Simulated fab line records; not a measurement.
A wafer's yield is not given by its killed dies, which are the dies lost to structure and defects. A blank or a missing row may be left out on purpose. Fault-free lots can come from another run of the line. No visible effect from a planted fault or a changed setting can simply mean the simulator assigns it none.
fab line records    flow nandHarc    part 1 of 2: steps 1 to 27 of 35
[record] lots = 5  wafers = 15  lastDay = 31
route steps=1302 shown P_M1@299 P_M2@318
lots untouched by any fault: they come from a run of this same line in which no faults occurred
startH: hours from the record's first day to the start of the lot's first wafer shown    waitH: time in hours since the lot's previous step    " the same as in the row above    L1.1+2: a row that stands for several wafers    - no value, or no start was given    * or withheld: withheld    < > ~ a bound
route shown NAME@n: a module of which the file shows steps, and the number in the route of the first    usual: mean and standard deviation over wafers with no fault    same: alike in all rows    chamber/n: place in a boat    sites: each site's reading    _std_site: the values' standard deviation    _edge_site: mean of outer sites minus mean of inner sites    radiusMm: for every site, how far away it sits from the centre of the wafer    mask NAME#n: copy n    behind: the tool/chamber that last shaped the wafer    hold: what put the lot on hold/how long, in hours/how the hold closed    device: the transistor (n, p or np) that didn't switch    end of line: the route-end tests of the same wafers    a step without rows: its recipe alone    killed: not the wafer's yield, but the dies lost to structure and defects at the first sort    map: dies across one wafer; x = killed, . = not, _ = none there
set.NAME: the setting as run; set.NAME@STEP: as run at that earlier step    model.NAME: the simulator's own value behind a step, which no gauge read
lots seen at some steps along the route; tables by step, rows by wafer
services: when a tool's chamber went out of use (startH, in hours from the record's first day, below 0 if earlier), for how many hours, and the reason
[[steps]]
[step NHARC_P_M1_ETCH_35]
[recipe] targetDepthA = 400  overetchA = 120  timeS = 43.94  ionEnergyEv = 200  n2FlowSccm = 150  h2FlowSccm = 150  arFlowSccm = 0  rfW = 400  biasW = 150  chemistry = N2/H2
[usual] drypumpMotorCurrentA = 5.8/0.68  mfcArSccm = 0.013/0.014  oesProductAu = 1.000/0.0071  rfVppV = 431.9/2.1  showerheadPlenumPTorr = 2.09/0.072  throttleValvePct = 14.170/0.0096
lot.wafer  tool        chamber  startH  waitH  drypumpMotorCurrentA  mfcArSccm  oesProductAu  rfHoursCounterH  rfVppV  showerheadPlenumPTorr  throttleValvePct
L078.2     rieDiel-11  2        160.16  0.1    6.5                   0          1.006         4                433.2   2.11                   14.149
L078.3     "           3        "       "      6.3                   0.018      1.001         4                427.2   1.94                   14.153
L078.6     "           2        "       "      6.5                   0          0.999         -                431.0   2.11                   14.164
L081.2     rieDiel-11  0        200.38  0.1    5.3                   0.043      1.013         6                432.8   2.15                   14.167
L081.5     "           3        "       "      6.4                   0.018      1.004         -                427.0   1.94                   14.181
L081.6     "           0        "       "      5.3                   0.043      1.004         -                434.6   2.15                   14.186
L085.2     rieDiel-10  2        241.25  0.1    6.5                   0          0.992         17               432.9   2.10                   14.192
L085.3     "           1        "       "      5.1                   0          1.007         16               434.7   2.13                   14.160
L085.5     "           2        "       "      6.5                   0          0.993         -                432.4   2.10                   14.184
L092.3     rieDiel-10  0        303.21  0.1    6.4                   0.007      1.009         5                432.7   2.08                   14.163
L092.6     "           2        "       "      6.5                   0          0.996         -                431.0   2.10                   14.172
L092.5     "           3        "       "      5.1                   0.021      1.009         -                433.1   2.17                   14.160
L093.1     rieDiel-11  2        312.70  0.1    6.5                   0          0.982         3                433.2   2.11                   14.181
L093.6     "           3        "       "      6.4                   0.018      0.995         -                428.0   1.93                   14.171
L093.5     "           0        "       "      5.3                   0.043      0.996         -                433.5   2.15                   14.172
[step NHARC_P_M1_ETCH_15]
[recipe] targetDepthA = 1825  timeS = 91.2  c4f8FlowSccm = withheld  arFlowSccm = 400  rfW = 600  biasW = 300  chemistry = C4F8/Ar
[usual] oesProductAu = 0.960/0.017  rfVppV = 442.3/2.2
lot.wafer  tool        chamber  startH  waitH  oesProductAu  rfHoursCounterH  rfVppV
L078.2     rieDiel-11  3        -       -      0.965         4                437.3
L078.3     "           1        "       "      0.980         4                441.3
L078.6     "           0        "       "      0.965         -                445.9
L081.2     rieDiel-11  1        -       -      0.928         6                439.9
L081.5     "           1        "       "      0.939         -                441.1
L081.6     "           2        "       "      0.922         -                443.9
L085.2     rieDiel-10  0        -       -      0.980         17               441.9
L085.3     "           3        "       "      0.960         18               442.7
L085.5     "           0        "       "      0.980         -                442.3
L092.3     rieDiel-10  1        -       -      0.965         5                442.8
L092.6     "           1        "       "      0.963         -                443.6
L092.5     "           2        "       "      0.951         -                441.8
L093.1     rieDiel-11  2        -       -      0.954         3                441.9
L093.5     "           3        "       "      0.965         -                438.9
L093.6     "           0        "       "      0.968         -                444.8
[step NHARC_P_M1_CD_MEAS_16]
[usual] cdNm = 129.8/0.62
lot.wafer  tool      chamber  startH  waitH  cdNm
L078.2     cdSem-02  -        160.38  -      130.1
L078.3     "         -        "       "      129.6
L078.6     "         -        "       "      128.9
L081.2     cdSem-02  -        200.60  -      129.5
L081.5     "         -        "       "      130.2
L081.6     "         -        "       "      129.7
L085.2     cdSem-02  -        241.47  -      129.6
L085.3     "         -        "       "      128.4
L085.5     "         -        "       "      130.5
L092.3     cdSem-03  -        303.43  -      129.9
L092.5     "         -        "       "      130.1
L092.6     "         -        "       "      130.2
L093.1     cdSem-01  -        312.94  -      129.1
L093.5     "         -        "       "      129.2
L093.6     "         -        "       "      129.4
[step NHARC_P_M1_STRIP_18]
[recipe] powerW = 1000  n2FlowSccm = 150  h2FlowSccm = 150  arFlowSccm = 0  biasW = 0  chemistry = N2/H2
[usual] drypumpMotorCurrentA = 5.7/0.67  mfcArSccm = 0.014/0.015  oesProductAu = 1.000/0.0069  rfVppV = 90.9/0.86  showerheadPlenumPTorr = 2.08/0.075  throttleValvePct = 14.170/0.0094
lot.wafer  tool        chamber  startH  waitH  drypumpMotorCurrentA  mfcArSccm  oesProductAu  rfHoursCounterH  rfVppV  showerheadPlenumPTorr  throttleValvePct
L078.3     rieDiel-10  3        160.51  0.1    5.1                   0.021      0.996         9                91.3    2.17                   14.167
L078.2     "           0        "       "      6.4                   0.007      1.008         8                91.0    2.09                   14.179
L078.6     "           2        "       "      6.4                   0          0.998         -                90.3    2.10                   14.179
L081.2     rieDiel-10  3        200.70  0.1    5.0                   0.021      1.004         12               92.8    2.17                   14.174
L081.6     "           2        "       "      6.5                   0          1.005         -                90.8    2.10                   14.177
L081.5     "           3        "       "      5.0                   0.021      0.991         -                91.4    2.17                   14.163
L085.3     rieDiel-11  0        241.54  0.1    5.3                   0.043      1.011         8                91.4    2.15                   14.150
L085.2     "           3        "       "      6.4                   0.018      0.996         7                89.3    1.94                   14.168
L085.5     "           0        "       "      5.3                   0.043      1.005         -                91.8    2.15                   14.165
L092.3     rieDiel-11  3        303.57  0.1    6.3                   0.018      1.014         3                89.8    1.93                   14.167
L092.5     "           2        "       "      6.5                   0          0.999         -                89.8    2.11                   14.189
L092.6     "           3        "       "      6.3                   0.018      0.999         -                90.7    1.93                   14.179
L093.1     rieDiel-10  0        313.07  0.1    6.4                   0.007      1.009         5                91.8    2.08                   14.174
L093.5     "           2        "       "      6.5                   0          1.015         -                91.0    2.10                   14.171
L093.6     "           3        "       "      5.0                   0.021      1.000         -                92.3    2.17                   14.167
[step NHARC_P_M1_ETCH_28]
[recipe] targetDepthA = 300  overEtchFrac = 0.3  timeS = 72.99  ionEnergyEv = 150  cf4FlowSccm = 50  n2FlowSccm = 100  arFlowSccm = 150  rfW = 300  biasW = 100  chemistry = CF4/N2
[usual] drypumpMotorCurrentA = 5.7/0.66  mfcArSccm = 150.0/0.41  oesProductAu = 1.002/0.0069  rfVppV = 315.1/1.6  showerheadPlenumPTorr = 2.68/0.088  throttleValvePct = 19.795/0.0091
[same] overEtchFrac = 0.3
lot.wafer  tool        chamber  startH  waitH  drypumpMotorCurrentA  mfcArSccm  oesProductAu  rfHoursCounterH  rfVppV  showerheadPlenumPTorr  throttleValvePct
L078.3     rieDiel-10  2        -       -      6.5                   150.4      1.005         8                315.1   2.70                   19.793
L078.2     "           0        "       "      6.4                   149.9      1.002         9                316.1   2.68                   19.794
L078.6     "           2        "       "      6.5                   150.4      1.013         -                315.6   2.70                   19.802
L081.2     rieDiel-10  1        -       -      5.1                   150.0      1.007         12               314.8   2.74                   19.799
L081.6     "           3        "       "      5.0                   149.8      1.009         -                314.7   2.78                   19.795
L081.5     "           0        "       "      6.4                   150.0      1.009         -                314.2   2.68                   19.804
L085.2     rieDiel-11  2        -       -      6.5                   150.5      0.979         7                315.5   2.71                   19.786
L085.3     "           0        "       "      5.3                   149.9      0.992         8                316.9   2.76                   19.794
L085.5     "           1        "       "      4.9                   150.0      1.002         -                313.4   2.61                   19.798
L092.3     rieDiel-11  3        -       -      6.4                   149.7      1.002         3                311.4   2.50                   19.802
L092.6     "           2        "       "      6.5                   149.9      0.992         -                318.1   2.71                   19.801
L092.5     "           3        "       "      6.3                   149.9      1.002         -                312.6   2.50                   19.809
L093.1     rieDiel-10  3        -       -      5.0                   149.8      0.997         5                315.9   2.78                   19.799
L093.6     "           2        "       "      6.5                   149.3      0.997         -                315.1   2.69                   19.812
L093.5     "           3        "       "      5.0                   149.8      1.001         -                315.5   2.78                   19.774
[step NHARC_P_M1_STRIP_19]
[recipe] timeS = 600  tempC = 30  chemistry = postEtchResidueRemover
lot.wafer   tool         chamber  startH  waitH
L078.6+3+2  wetBench-08  1,3,5    160.83  -
L081.2+5+6  wetBench-08  6,7,0    201.06  -
L085.3+5+2  wetBench-10  4,5,7    241.94  -
L092.6+5+3  wetBench-10  1,3,4    303.94  -
L093.1+5+6  wetBench-08  4,7,0    313.40  -
[step NHARC_P_M1_DEGAS_29]
[recipe] tempC = 250  timeS = 60
[usual] heaterPowerW = 318/22
lot.wafer  tool           chamber  startH  waitH  heaterPowerW
L078.2     pvdSputter-02  -        161.10  -      281
L078.3     "              -        "       "      314
L078.6     "              -        "       "      334
L081.2     pvdSputter-02  -        201.33  -      315
L081.5     "              -        "       "      291
L081.6     "              -        "       "      309
L085.2     pvdSputter-01  -        242.19  -      288
L085.3     "              -        "       "      351
L085.5     "              -        "       "      341
L092.3     pvdSputter-01  -        304.23  -      353
L092.5     "              -        "       "      291
L092.6     "              -        "       "      357
L093.1     pvdSputter-01  -        313.68  -      324
L093.6     "              -        "       "      293
L093.5     "              -        "       "      344
[step NHARC_P_M1_PRE_CLEAN_30]
[recipe] timeS = 30  tempC = 280  gas = H2/He
[usual] heaterPowerW = 390/27
lot.wafer  tool           chamber  startH  waitH  heaterPowerW
L078.2     pvdSputter-02  -        -       -      432
L078.3     "              -        "       "      353
L078.6     "              -        "       "      395
L081.2     pvdSputter-02  -        -       -      353
L081.6     "              -        "       "      374
L081.5     "              -        "       "      413
L085.2     pvdSputter-01  -        -       -      434
L085.3     "              -        "       "      403
L085.5     "              -        "       "      435
L092.3     pvdSputter-01  -        -       -      429
L092.6     "              -        "       "      384
L092.5     "              -        "       "      399
L093.1     pvdSputter-01  -        -       -      429
L093.5     "              -        "       "      360
L093.6     "              -        "       "      435
[step NHARC_P_M1_PVD_20]
[recipe] targetThkA = 50  biasV = 168.6  powerW = 15000  chamberPressurePa = 0.12  timeS = 8.06  substrateTempC = 50  material = TaN
[usual] chamberPressurePa = 0.11993/0.00026  throttleValvePct = 30.4/0.9
lot.wafer  tool           chamber  startH  waitH  chamberPressurePa  throttleValvePct
L078.2     pvdSputter-02  -        -       -      0.1204             31.6
L078.3     "              -        "       "      0.11969            28.8
L078.6     "              -        "       "      0.11966            31.3
L081.2     pvdSputter-02  -        -       -      0.11975            31.5
L081.6     "              -        "       "      0.11999            31.4
L081.5     "              -        "       "      0.12               31.2
L085.2     pvdSputter-01  -        -       -      0.11986            30.0
L085.3     "              -        "       "      0.11992            30.5
L085.5     "              -        "       "      0.11997            30.4
L092.3     pvdSputter-01  -        -       -      0.12035            30.4
L092.6     "              -        "       "      0.12036            29.9
L092.5     "              -        "       "      0.12009            30.3
L093.1     pvdSputter-01  -        -       -      0.12009            30.6
L093.5     "              -        "       "      0.12018            29.9
L093.6     "              -        "       "      0.12003            30.1
[step NHARC_P_M1_PVD_21]
[recipe] targetThkA = 300  chamberPressurePa = 5  powerW = 5000  substrateTempC = 30  timeS = 20.49  material = Cu
[usual] chamberPressurePa = 5.000/0.011  throttleValvePct = 30.4/0.91
lot.wafer  tool           chamber  startH  waitH  chamberPressurePa  throttleValvePct
L078.3     pvdSputter-02  -        -       -      5.000              31.6
L078.2     "              -        "       "      4.982              28.8
L078.6     "              -        "       "      5.011              31.3
L081.2     pvdSputter-02  -        -       -      5.001              29.1
L081.5     "              -        "       "      4.992              31.6
L081.6     "              -        "       "      5.011              31.7
L085.2     pvdSputter-01  -        -       -      4.988              30.9
L085.3     "              -        "       "      5.000              30.4
L085.5     "              -        "       "      5.000              31.0
L092.3     pvdSputter-01  -        -       -      4.982              30.9
L092.6     "              -        "       "      4.994              30.8
L092.5     "              -        "       "      5.020              30.3
L093.1     pvdSputter-01  -        -       -      4.989              30.3
L093.6     "              -        "       "      5.016              30.9
L093.5     "              -        "       "      4.997              30.3
[step NHARC_P_M1_ECD_22]
[recipe] targetThkA = 4000  bathTempC = 25  material = Cu
lot.wafer   tool      chamber  startH  waitH
L078.2+3+6  ecdCu-02  1,0,1    161.45  -
L081.2+6+5  ecdCu-02  0,0,1    201.67  -
L085.2+3+5  ecdCu-01  0,1,0    242.58  -
L092.3+5+6  ecdCu-01  0,1,0    304.77  -
L093.1+5+6  ecdCu-01  1,0,1    314.10  -
[step NHARC_P_M1_ANNEAL_31]
[recipe] tempC = 225  timeS = 90
[usual] wafer_temp_C_max = 226.0/0.45
lot.wafer  tool          chamber  startH  waitH  wafer_temp_C_max
L078.2     rtpAnneal-01  0        161.88  0.4    225.3
L078.3     "             0        "       "      225.7
L078.6     "             0        "       "      225.7
L081.2     rtpAnneal-02  0        202.10  -      227.0
L081.5     "             0        "       "      226.6
L081.6     "             0        "       "      226.1
L085.2     rtpAnneal-02  0        243.01  0.4    226.6
L085.3     "             0        "       "      226.9
L085.5     "             0        "       "      226.5
L092.3     rtpAnneal-02  0        305.10  -      225.8
L092.5     "             0        "       "      226.5
L092.6     "             0        "       "      226.1
L093.1     rtpAnneal-01  0        314.42  -      225.9
L093.5     "             0        "       "      225.8
L093.6     "             0        "       "      225.7
[step NHARC_P_M1_CMP_23]
[recipe] tOverpolishS = 20  targetThkNm = 157.82
[usual] motorCurrentA = 12.4/1.1  slurryFlowMlMin = 150.0/0.43  timeToEndpointS = 27.4/2.7
lot.wafer  tool    chamber  startH  waitH  motorCurrentA  slurryFlowMlMin  timeToEndpointS
L078.3     cmp-01  3        162.17  -      11.7           149.7            26.0
L078.2     "       1        "       "      12.7           150.0            32.2
L078.6     "       0        "       "      12.5           149.5            29.4
L081.2     cmp-02  1        202.48  -      12.0           150.1            25.6
L081.6     "       2        "       "      13.2           149.7            27.9
L081.5     "       3        "       "      11.0           149.5            32.0
L085.2     cmp-04  3        243.31  -      12.2           149.9            27.1
L085.3     "       2        "       "      13.2           150.3            24.7
L085.5     "       0        "       "      10.4           149.9            24.7
L092.3     cmp-02  0        305.37  -      14.1           150.1            25.9
L092.5     "       0        "       "      13.2           150.2            26.2
L092.6     "       1        "       "      11.8           150.2            25.7
L093.1     cmp-02  0        314.82  -      12.8           149.3            27.7
L093.5     "       2        "       "      12.9           149.0            28.1
L093.6     "       3        "       "      10.7           149.9            27.9
[step NHARC_P_M1_THK_MEAS_24]
[recipe] thkMeasGauge = xrf
[usual] thkNm = 157.5/1.4
lot.wafer  tool          chamber  startH  waitH  thkNm
L078.2     filmMetro-01  -        162.49  -      158.1
L078.3     "             -        "       "      158.8
L078.6     "             -        "       "      158.5
L081.2     filmMetro-01  -        202.71  -      158.6
L081.5     "             -        "       "      159.0
L081.6     "             -        "       "      157.1
L085.2     filmMetro-02  -        243.62  -      156.4
L085.3     "             -        "       "      156.6
L085.5     "             -        "       "      155.7
L092.3     filmMetro-02  -        305.69  -      159.5
L092.5     "             -        "       "      159.0
L092.6     "             -        "       "      159.1
L093.1     filmMetro-02  -        315.08  -      158.5
L093.5     "             -        "       "      158.0
L093.6     "             -        "       "      158.5
[step NHARC_P_M1_SRD_25]
lot.wafer   tool         chamber  startH  waitH
L078.3+2+6  wetBench-10  0,2,3    162.54  0.0
L081.5+2+6  wetBench-10  7,2,4    202.75  0.0
L085.5+3+2  wetBench-08  5,6,7    243.67  0.0
L092.6+5+3  wetBench-10  6,0,1    305.73  0.0
L093.6+1+5  wetBench-08  5,7,1    315.12  0.0
[step NHARC_P_M1_INSPECT_27]
[usual] rawDefectCount = 300/120
lot.wafer  tool              chamber  startH  waitH  rawDefectCount
L078.2     defectInspect-02  -        162.65  0.0    230
L078.3     "                 -        "       "      234
L078.6     "                 -        "       "      248
L081.2     defectInspect-01  -        202.87  0.0    305
L081.5     "                 -        "       "      183
L081.6     "                 -        "       "      267
L085.2     defectInspect-01  -        243.78  0.0    264
L085.3     "                 -        "       "      353
L085.5     "                 -        "       "      372
L092.3     defectInspect-02  -        305.85  0.0    341
L092.5     "                 -        "       "      261
L092.6     "                 -        "       "      465
L093.1     defectInspect-02  -        315.24  0.0    280
L093.5     "                 -        "       "      208
L093.6     "                 -        "       "      306
[step NHARC_P_M1_PRE_CLEAN_32]
[recipe] timeS = 12  tempC = 370  rfPowerW = 300  gas = NH3
[usual] heaterPowerW = 622/64
lot.wafer  tool      chamber  startH  waitH  heaterPowerW
L078.2     pecvd-03  0        162.71  0.1    699
L078.3     "         2        "       "      686
L078.6     "         1        "       "      609
L081.2     pecvd-02  2        202.95  0.1    653
L081.5     "         1        "       "      690
L081.6     "         2        "       "      669
L085.3     pecvd-03  1        243.84  0.1    621
L085.2     "         0        "       "      616
L085.5     "         2        "       "      676
L092.3     pecvd-03  1        305.92  0.1    565
L092.5     "         0        "       "      655
L092.6     "         1        "       "      600
L093.1     pecvd-02  0        315.33  0.1    605
L093.6     "         1        "       "      632
L093.5     "         2        "       "      705
[step NHARC_P_M1_DEP_33]
[recipe] targetThkA = 300  tempC = 370  targetThkNm = 30  pressureTorr = 3  flowSccm = 200  rfW = 450  material = SiCN
[usual] heaterPowerW = 567/63  showerheadVppV = 1340/53
lot.wafer  tool      chamber  startH  waitH  heaterPowerW  showerheadVppV
L078.2     pecvd-03  0        162.79  0.1    679           1405
L078.3     "         2        "       "      574           1240
L078.6     "         1        "       "      555           1351
L081.2     pecvd-02  2        203.06  0.1    610           1335
L081.5     "         1        "       "      556           1408
L081.6     "         2        "       "      587           1311
L085.3     pecvd-03  1        243.92  0.1    552           1329
L085.2     "         0        "       "      555           1376
L085.5     "         2        "       "      615           1250
L092.3     pecvd-03  1        306.03  0.1    518           1345
L092.5     "         0        "       "      553           1392
L092.6     "         1        "       "      529           1326
L093.1     pecvd-02  0        315.47  0.1    591           1365
L093.6     "         1        "       "      541           1396
L093.5     "         2        "       "      504           1336
[step NHARC_P_M2_DEP_00]
[recipe] targetThkA = 1825  targetThkNm = 182.5  tempC = withheld  pressureTorr = 5  flowSccm = 200  rfW = 600  material = SiOC
[usual] showerheadVppV = 1557/46
lot.wafer  tool      chamber  startH  waitH  showerheadVppV
L078.2     pecvd-01  1        163.20  -      1603
L078.3     "         1        "       "      1581
L078.6     "         2        "       "      1517
L081.2     pecvd-01  2        203.43  -      1546
L081.5     "         2        "       "      1546
L081.6     "         1        "       "      1566
L085.2     pecvd-01  2        244.42  -      1545
L085.3     "         1        "       "      1597
L085.5     "         2        "       "      1558
L092.3     pecvd-01  2        306.49  -      1553
L092.5     "         0        "       "      1543
L092.6     "         2        "       "      1528
L093.1     pecvd-02  0        -       -      1550
L093.5     "         0        "       "      1558
L093.6     "         1        "       "      1605
[step NHARC_P_M2_DEHYDRATE_01]
[recipe] tempC = 150  timeS = 120
lot.wafer   tool           chamber  startH  waitH
L078.2+3+6  lithoTrack-04  0        163.73  0.5
L081.2+5+6  lithoTrack-01  0        203.86  -
L085.2+3+5  lithoTrack-06  0        244.82  -
L092.3+5+6  lithoTrack-06  0        306.80  -
L093.1+5+6  lithoTrack-01  0        316.19  -
[step NHARC_P_M2_HMDS_02]
[recipe] timeS = 30
lot.wafer   tool           chamber  startH  waitH
L078.2+3+6  lithoTrack-04  0        -       -
L081.2+5+6  lithoTrack-01  0        -       -
L085.2+3+5  lithoTrack-06  0        -       -
L092.3+5+6  lithoTrack-06  0        -       -
L093.1+5+6  lithoTrack-01  0        -       -
[step NHARC_P_M2_COAT_34]
[recipe] tempC = 200  timeS = 65
lot.wafer   tool           chamber  startH  waitH
L078.2+3+6  lithoTrack-04  0        -       -
L081.2+5+6  lithoTrack-01  0        -       -
L085.2+3+5  lithoTrack-06  0        -       -
L092.3+5+6  lithoTrack-06  0        -       -
L093.1+5+6  lithoTrack-01  0        -       -
[step NHARC_P_M2_COAT_03]
[recipe] spinRpm = 1500  resistThkNm = 90
lot.wafer   tool           chamber  startH  waitH
L078.2+3+6  lithoTrack-04  0        -       -
L081.2+5+6  lithoTrack-01  0        -       -
L085.2+3+5  lithoTrack-06  0        -       -
L092.3+5+6  lithoTrack-06  0        -       -
L093.1+5+6  lithoTrack-01  0        -       -
[step NHARC_P_M2_SOFTBAKE_04]
[recipe] tempC = 105  timeS = 55
lot.wafer   tool           chamber  startH  waitH
L078.2+3+6  lithoTrack-04  0        -       -
L081.2+5+6  lithoTrack-01  0        -       -
L085.2+3+5  lithoTrack-06  0        -       -
L092.3+5+6  lithoTrack-06  0        -       -
L093.1+5+6  lithoTrack-01  0        -       -
[step NHARC_P_M2_EBR_05]
lot.wafer   tool           chamber  startH  waitH
L078.2+3+6  lithoTrack-04  0        -       -
L081.2+5+6  lithoTrack-01  0        -       -
L085.2+3+5  lithoTrack-06  0        -       -
L092.3+5+6  lithoTrack-06  0        -       -
L093.1+5+6  lithoTrack-01  0        -       -
[step NHARC_P_M2_EXPOSE_06]
[recipe] na = 1.35  targetCdNm = 170  doseMj = 80.78  maskId = P_M2
[usual] exposureDoseMJCm2 = 80.76/0.22
lot.wafer  tool            chamber  startH  waitH  mask    exposureDoseMJCm2
L078.2     arfiScanner-02  0        163.90  -      P_M2#0  80.72
L078.3     "               0        "       "      P_M2#0  80.74
L078.6     "               0        "       "      P_M2#0  80.75
L081.2     arfiScanner-03  0        204.15  -      P_M2#0  80.57
L081.5     "               0        "       "      P_M2#0  80.60
L081.6     "               0        "       "      P_M2#0  80.62
L085.2     arfiScanner-02  0        244.99  -      P_M2#0  80.65
L085.3     "               0        "       "      P_M2#0  80.78
L085.5     "               0        "       "      P_M2#0  80.66
L092.3     arfiScanner-03  0        307.10  -      P_M2#0  80.78
L092.5     "               0        "       "      P_M2#0  80.67
L092.6     "               0        "       "      P_M2#0  80.58
L093.1     arfiScanner-02  0        316.47  -      P_M2#0  80.85
L093.5     "               0        "       "      P_M2#0  80.65
L093.6     "               0        "       "      P_M2#0  80.61
[step NHARC_P_M2_PEB_07]
[recipe] pebTempC = 100  pebTimeS = 65
[same] pebTimeS = 65
lot.wafer   tool           chamber  startH  waitH
L078.2+3+6  lithoTrack-06  0        163.96  0.1
L081.2+5+6  lithoTrack-06  0        204.21  0.1
L085.2+3+5  lithoTrack-04  0        245.05  0.1
L092.3+5+6  lithoTrack-01  0        307.15  0.0
L093.1+5+6  lithoTrack-01  0        316.53  0.1
